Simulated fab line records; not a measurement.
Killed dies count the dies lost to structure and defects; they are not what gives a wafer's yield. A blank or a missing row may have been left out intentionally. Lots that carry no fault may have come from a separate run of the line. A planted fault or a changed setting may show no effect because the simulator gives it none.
fab line records ; flow n5-finfet ; part 2 of 2: steps 8 to 8 of 8
[record] lots = 8; wafers = 24; last-day = 17
route steps=1938 shown FIN_SAQP@118 BEOL_M4@1111 PASSIVATION@1936
lots untouched by any fault: they come from a run of this same line in which no faults occurred
start-h: the number of hours between the record's first day and the start of the first shown wafer of the lot ; wait-h: how many hours have passed since the lot's step before this one ; " unchanged from the row above ; L1.1+2: a row that stands for several wafers ; - no value, or no start given ; * or withheld: withheld ; < > ~ a bound
route shown NAME@n: names a module that has steps shown in the file, with the first one's number in the route ; usual: average and standard deviation across the fault-free wafers ; same: alike in all rows ; chamber/n: place in a boat ; sites: the reading at each site ; _std_site: the standard deviation of these ; _edge_site: mean of outer sites minus mean of inner sites ; radius-mm: for every site, how far away it sits from the centre of the wafer ; mask NAME#n: copy n ; behind: the most recent tool/chamber to have shaped the wafer ; hold: cause of the lot's hold/its duration in hours/its outcome ; device: the transistor (n, p or np) that didn't switch ; end of line: the same wafers' tests at the end of the route ; where a step has no rows: the recipe by itself ; killed: at the first sort, the dies lost to defects and structure; wafer yield is something else ; map: a wafer's dies, marking killed ones x, the rest . and places with no die _
set.NAME: the run value of the setting; set.NAME@STEP: its run value at that earlier step ; model.NAME: the simulator's own value behind a step, which no gauge read
a sample of lots followed through the steps of the route, with each step as a table and each wafer as a row
services: a tool's chamber out of use, with start hour (start-h, from the record's first day; less than 0 if before it), hours out, and reason
[[steps]]
[step N5_PASSIVATION_PROBE_49]
[usual] defect-limited-yield = 91.2/1.6; killed_at_M0_to_M3 = 31/10; killed_at_M4_up = 14/4.4; killed-at-contacts = 13/6; killed-at-front-end = 43/13; killed-at-other = 3.5/2.6; killed-dies = 104/18; killed-on-rim = 14/4.6; killed-open = 68/14; killed-short = 34/8.1; sort_bin_4_leakage = 0.01/0.073; sort_bin_5_function = 5.1/1.1; sort_bin_6_memory = 3.3/0.68; sort_bin_8_speed = 0.00/0.0071; sort-n-pass = 1076/18; sort-yield-pct = 91.2/1.6
[same] gross-dies = 1180; killed-at-back-side = 0
lot.wafer;tool;chamber;start-h;wait-h;defect-limited-yield[%];killed_at_M0_to_M3;killed_at_M4_up;killed-at-contacts;killed-at-front-end;killed-at-other;killed-dies;killed-on-rim;killed-open;killed-short;sort_bin_4_leakage[%];sort_bin_5_function[%];sort_bin_6_memory[%];sort_bin_8_speed[%];sort-n-pass;sort-yield-pct[%]
L423.1;prober-02;-;317.44;0.0;0;20;17;8;1129;6;1180;152;59;26;0;97.0;3.0;0;0;0
L423.2;prober-02;-;317.49;0.1;0;17;19;14;1125;5;1180;152;67;43;0;95.9;3.5;0;0;0
L423.5;prober-02;-;317.64;0.2;0;25;16;22;1114;3;1180;152;71;30;0;96.2;3.6;0;0;0
L421.1;prober-01;-;321.12;0.0;0;31;18;13;1116;2;1180;152;59;29;0;96.8;2.7;0;0;0
L421.4;prober-01;-;321.27;0.2;0;44;6;8;1119;3;1180;152;57;28;0;96.5;3.0;0;0;0
L421.5;prober-01;-;321.32;0.2;0;35;10;7;1128;0;1180;152;60;48;0;96.5;3.2;0;0;0
L422.1;prober-02;-;327.63;0.0;0;48;16;11;1099;6;1180;152;80;33;0;96.2;3.6;0;0;0
L422.4;prober-02;-;327.78;0.2;0;31;13;12;1121;3;1180;152;61;42;0;96.4;3.2;0;0;0
L422.5;prober-02;-;327.83;0.2;0;31;8;16;1123;2;1180;152;76;40;0;94.9;4.7;0;0;0
L430.3;prober-02;-;354.47;0.1;91.4;21;13;13;50;5;102;7;73;28;0;5.1;3.5;0.08;1078;91.4
L430.5;prober-02;-;354.57;0.2;93.6;22;13;14;19;8;76;7;56;19;0;4.0;2.3;0;1104;93.6
L430.6;prober-02;-;354.62;0.3;88.9;47;10;22;46;6;131;17;80;50;0;6.7;3.8;0;1049;88.9
L431.1;prober-01;-;382.03;0.0;89.6;47;9;13;53;1;123;27;78;45;0;4.9;5.0;0;1057;89.6
L431.5;prober-01;-;382.23;0.2;91.0;23;17;7;54;5;106;10;71;34;0;5.5;3.3;0;1074;91.0
L431.6;prober-01;-;382.28;0.3;89.6;36;16;12;57;2;123;13;79;43;0;6.6;3.5;0;1057;89.6
L432.1;prober-01;-;409.38;0.0;93.1;29;13;17;22;1;82;17;47;27;0.08;3.1;2.9;0;1097;93.0
L432.2;prober-01;-;409.43;0.1;91.9;30;13;13;35;4;95;11;57;34;0;4.4;3.4;0;1085;91.9
L432.4;prober-01;-;409.53;0.2;90.8;26;19;22;40;1;108;14;64;33;0;5.7;2.3;0;1072;90.8
L436.3;prober-02;-;411.88;0.1;93.2;16;17;6;41;0;80;6;58;22;0;4.5;2.1;0;1100;93.2
L436.4;prober-02;-;411.93;0.2;93.4;15;15;8;39;1;78;9;50;28;0;3.3;3.1;0;1102;93.4
L436.6;prober-02;-;412.03;0.3;93.1;22;10;12;35;2;81;8;49;32;0;3.2;3.4;0;1099;93.1
L438.3;prober-01;-;419.55;0.1;91.4;19;19;14;43;7;102;4;64;31;0;4.7;3.1;0;1078;91.4
L438.5;prober-01;-;419.65;0.2;90.6;16;21;13;56;5;111;11;77;29;0;5.6;3.4;0;1069;90.6
L438.6;prober-01;-;419.70;0.3;91.1;43;20;7;31;4;105;13;74;28;0;5.1;3.5;0;1075;91.1
// killed by level:class
L423.1 FIN_SAQP:area-etch=1092 MOL_CONTACT_COAG:geometric-particle:open=8 STI_FIN_REVEAL:geometric-particle:open=6 FIN_SAQP:geometric-particle:short=5 DUMMY_GATE:geometric-particle:open=4 BEOL_M1:geometric-particle:open=4 BEOL_M2:geometric-particle:open=4 BEOL_M4:geometric-particle:open=4
L423.2 FIN_SAQP:area-etch=1070 FIN_SAQP:geometric-particle:short=13 MOL_CONTACT_COAG:geometric-particle:open=12 BEOL_M4:geometric-particle:open=12 FIN_SAQP:geometric-particle:open=9 GATE_CUT:geometric-particle:short=5 STI_FIN_REVEAL:geometric-particle:open=4 BEOL_M0_SAQP:geometric-particle:short=4
L423.5 FIN_SAQP:area-etch=1078 MOL_CONTACT_COAG:geometric-particle:open=17 STI_FIN_REVEAL:geometric-particle:open=15 BEOL_M2:geometric-particle:open=11 FIN_SAQP:geometric-particle:short=8 BEOL_M4:geometric-particle:open=8 FIN_SAQP:geometric-particle:open=7 MOL_CONTACT_COAG:geometric-particle:short=5
L421.1 FIN_SAQP:area-etch=1092 BEOL_M0_SAQP:geometric-particle:open=12 MOL_CONTACT_COAG:geometric-particle:open=11 BEOL_M4:geometric-particle:open=10 GATE_CUT:geometric-particle:short=7 STARTING-WAFER:geometric-particle:short=4 BEOL_M0_SAQP:geometric-particle:short=4 BEOL_M2:geometric-particle:open=4
L421.4 FIN_SAQP:area-etch=1094 BEOL_M0_SAQP:geometric-particle:short=12 BEOL_M0_SAQP:geometric-particle:open=11 BEOL_M2:geometric-particle:open=9 MOL_CONTACT_COAG:geometric-particle:open=7 FIN_SAQP:geometric-particle:open=4 STI_FIN_REVEAL:geometric-particle:open=3 DUMMY_GATE:geometric-particle:open=3
L421.5 FIN_SAQP:area-etch=1068 FIN_SAQP:geometric-particle:short=13 ILD0:geometric-particle:open=7 GATE_CUT:geometric-particle:short=7 BEOL_M0_SAQP:geometric-particle:open=7 BEOL_M0:geometric-particle:open=7 STARTING-WAFER:geometric-particle:open=7 BEOL_M1:geometric-particle:open=6
L422.1 FIN_SAQP:area-etch=1064 BEOL_M3:geometric-particle:open=12 STI_FIN_REVEAL:geometric-particle:open=11 MOL_CONTACT_COAG:geometric-particle:open=9 BEOL_M4:geometric-particle:open=8 BEOL_M2:geometric-particle:open=8 BEOL_M0_SAQP:geometric-particle:open=7 BEOL_M0_SAQP:geometric-particle:short=7
L422.4 FIN_SAQP:area-etch=1077 MOL_CONTACT_COAG:geometric-particle:open=10 FIN_SAQP:geometric-particle:short=9 BEOL_M3:geometric-particle:open=9 ILD0:geometric-particle:short=8 BEOL_M4:geometric-particle:open=8 BEOL_M0_SAQP:geometric-particle:short=7 STI_FIN_REVEAL:geometric-particle:open=6
L422.5 FIN_SAQP:area-etch=1062 STI_FIN_REVEAL:geometric-particle:open=17 FIN_SAQP:geometric-particle:short=16 MOL_CONTACT_COAG:geometric-particle:open=11 BEOL_M0_SAQP:geometric-particle:short=11 FIN_SAQP:geometric-particle:open=10 BEOL_M1:geometric-particle:open=7 BEOL_M0_SAQP:geometric-particle:open=6
L430.3 STI_FIN_REVEAL:geometric-particle:open=22 MOL_CONTACT_COAG:geometric-particle:open=11 STI_FIN_REVEAL:geometric-particle:short=7 BEOL_M4:geometric-particle:open=7 GATE_CUT:geometric-particle:short=5 GATE_CUT:geometric-particle:open=5 BEOL_M0_SAQP:geometric-particle:open=4 BEOL_M0:geometric-particle:open=4
L430.5 MOL_CONTACT_COAG:geometric-particle:open=12 BEOL_M4:geometric-particle:open=8 DUMMY_GATE:geometric-particle:open=6 BEOL_M0_SAQP:geometric-particle:open=6 BEOL_M0_SAQP:geometric-particle:short=5 PAD_METAL:geometric-particle:open=5 BEOL_M1:geometric-particle:open=4 STI_FIN_REVEAL:geometric-particle:short=2
L430.6 MOL_CONTACT_COAG:geometric-particle:open=19 BEOL_M0_SAQP:geometric-particle:short=11 BEOL_M3:geometric-particle:open=10 BEOL_M0_SAQP:geometric-particle:open=10 DUMMY_GATE:geometric-particle:open=7 FIN_SAQP:geometric-particle:open=6 STI_FIN_REVEAL:geometric-particle:open=6 BEOL_M2:geometric-particle:open=6
L431.1 STI_FIN_REVEAL:geometric-particle:open=17 BEOL_M0_SAQP:geometric-particle:open=16 BEOL_M0_SAQP:geometric-particle:short=13 FIN_SAQP:geometric-particle:open=10 MOL_CONTACT_COAG:geometric-particle:open=10 FIN_SAQP:geometric-particle:short=9 BEOL_M2:geometric-particle:open=5 BEOL_M3:geometric-particle:open=5
L431.5 FIN_SAQP:geometric-particle:open=22 STI_FIN_REVEAL:geometric-particle:open=9 BEOL_M0_SAQP:geometric-particle:short=9 BEOL_M4:geometric-particle:open=6 MOL_CONTACT_COAG:geometric-particle:open=5 BEOL_M0_SAQP:geometric-particle:open=4 STI_FIN_REVEAL:geometric-particle:short=3 ILD0:geometric-particle:short=3
L431.6 STI_FIN_REVEAL:geometric-particle:open=21 FIN_SAQP:geometric-particle:short=11 BEOL_M0_SAQP:geometric-particle:short=11 MOL_CONTACT_COAG:geometric-particle:open=10 BEOL_M4:geometric-particle:open=9 FIN_SAQP:geometric-particle:open=7 BEOL_M0_SAQP:geometric-particle:open=7 BEOL_M3:geometric-particle:open=7
L432.1 MOL_CONTACT_COAG:geometric-particle:open=13 BEOL_M2:geometric-particle:open=6 FIN_SAQP:geometric-particle:short=5 BEOL_M0_SAQP:geometric-particle:open=5 BEOL_M0_SAQP:geometric-particle:short=5 BEOL_M3:geometric-particle:open=5 HKMG_FIN:area-etch=5 FIN_SAQP:geometric-particle:open=4
L432.2 STI_FIN_REVEAL:geometric-particle:open=12 MOL_CONTACT_COAG:geometric-particle:open=8 BEOL_M0_SAQP:geometric-particle:short=8 BEOL_M0_SAQP:geometric-particle:open=7 BEOL_M3:geometric-particle:open=6 MOL_CONTACT_COAG:geometric-particle:short=5 FIN_SAQP:geometric-particle:short=4 DUMMY_GATE:geometric-particle:open=4
L432.4 MOL_CONTACT_COAG:geometric-particle:open=18 BEOL_M0_SAQP:geometric-particle:short=12 STI_FIN_REVEAL:geometric-particle:open=5 DUMMY_GATE:geometric-particle:open=5 GATE_CUT:geometric-particle:short=5 BEOL_M5:geometric-particle:open=5 STARTING-WAFER:geometric-particle:short=5 HKMG_FIN:area-etch=5
L436.3 FIN_SAQP:geometric-particle:open=10 BEOL_M4:geometric-particle:open=7 FIN_SAQP:geometric-particle:short=6 MOL_CONTACT_COAG:geometric-particle:open=5 STI_FIN_REVEAL:geometric-particle:open=5 DUMMY_GATE:geometric-particle:open=5 BEOL_M3:geometric-particle:open=5 BEOL_M0_SAQP:geometric-particle:open=4
L436.4 FIN_SAQP:geometric-particle:short=8 STI_FIN_REVEAL:geometric-particle:open=8 DUMMY_GATE:geometric-particle:open=7 GATE_CUT:geometric-particle:short=7 MOL_CONTACT_COAG:geometric-particle:open=6 BEOL_M3:geometric-particle:open=5 BEOL_M4:geometric-particle:open=5 BEOL_M1:geometric-particle:open=4
L436.6 DUMMY_GATE:geometric-particle:open=9 BEOL_M0_SAQP:geometric-particle:short=8 FIN_SAQP:geometric-particle:open=7 MOL_CONTACT_COAG:geometric-particle:open=7 FIN_SAQP:geometric-particle:short=6 BEOL_M0_SAQP:geometric-particle:open=6 MOL_CONTACT_COAG:geometric-particle:short=5 STI_FIN_REVEAL:geometric-particle:open=4
L438.3 FIN_SAQP:geometric-particle:open=10 STI_FIN_REVEAL:geometric-particle:open=10 BEOL_M4:geometric-particle:open=10 MOL_CONTACT_COAG:geometric-particle:open=8 MOL_CONTACT_COAG:geometric-particle:short=6 HKMG_FIN:area-etch=5 FIN_SAQP:geometric-particle:short=4 BEOL_M3:geometric-particle:open=4
L438.5 STI_FIN_REVEAL:geometric-particle:open=17 MOL_CONTACT_COAG:geometric-particle:open=12 BEOL_M4:geometric-particle:open=8 FIN_SAQP:geometric-particle:open=5 FIN_SAQP:geometric-particle:short=5 STI_FIN_REVEAL:geometric-particle:short=5 GATE_CUT:geometric-particle:open=5 BEOL_M3:geometric-particle:open=4
L438.6 STI_FIN_REVEAL:geometric-particle:open=11 BEOL_M1:geometric-particle:open=11 BEOL_M3:geometric-particle:open=10 MOL_CONTACT_COAG:geometric-particle:open=6 BEOL_M1:geometric-particle:short=5 BEOL_M2:geometric-particle:open=5 DUMMY_GATE:geometric-particle:open=4 BEOL_M7:geometric-particle:open=4
[[services]]
tool;chamber;start-h;hours;kind
rie-diel-03;0;38.77;15.3;repair
rie-diel-04;3;73.27;-;clean
rie-diel-04;3;73.27;-;consumable-replace:focus-ring
rie-diel-04;3;73.27;14.5;scheduled-down
rie-diel-04;3;73.27;14.5;vent-cycle
rie-diel-04;3;99.28;11.7;repair
rie-si-03;-;119.49;0.2;repair
rie-diel-02;3;130.61;-;clean
rie-diel-02;3;130.61;-;consumable-replace:focus-ring
rie-diel-02;3;130.61;21.8;scheduled-down
rie-diel-02;3;130.61;21.8;vent-cycle
rie-diel-04;0;144.21;-;clean
rie-diel-04;0;144.21;-;consumable-replace:focus-ring
rie-diel-04;0;144.21;-;consumable-replace:showerhead
rie-diel-04;0;144.21;16.1;scheduled-down
rie-diel-04;0;144.21;16.1;vent-cycle
[[key]]
[first-sign] step = N5_FIN_SAQP_MANDREL_ETCH_58; reading = tool-record; direction = missing
[effect] step = N5_FIN_SAQP_ETCH_69; reading = oes-product-au; direction = down; sigmas = 6.5; usual = 0.77; struck = 0.28
[effect] step = N5_FIN_SAQP_SPACER2_ETCHBACK_29; reading = oes-product-au; direction = down; sigmas = 7.2; usual = 0.77; struck = 0.30
[effect] step = N5_PASSIVATION_PROBE_49; reading = sort_bin_5_function; direction = up; sigmas = 85; usual = 5.1; struck = 96.3
[more-kills-born-at] N5_FIN_SAQP_MANDREL_ETCH_58@rie-si-03 = 6453; N5_FIN_SAQP_MANDREL_ETCH_58@rie-si-05 = 3240
met-at N5_FIN_SAQP_MANDREL_ETCH_58
struck-lots L421,L422,L423
later-rows-left-out L421.1,L421.4,L421.5,L422.1,L422.4,L422.5,L423.1,L423.2,L423.5
not-acting-at N5_FIN_SAQP_HM_OPEN_73,N5_FIN_SAQP_RECESS_75,N5_FIN_SAQP_RECESS_63
[fault] kind = skipped-step-whole; tool = rie-si-03,rie-si-05; chamber = -; onset-h = 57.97; steps = N5_FIN_SAQP_MANDREL_ETCH_58; scope = struck-lots-only
// later-rows-left-out: the simulator's readings of these wafers behind a module that went badly wrong aren't trusted and aren't shown, but for the sort
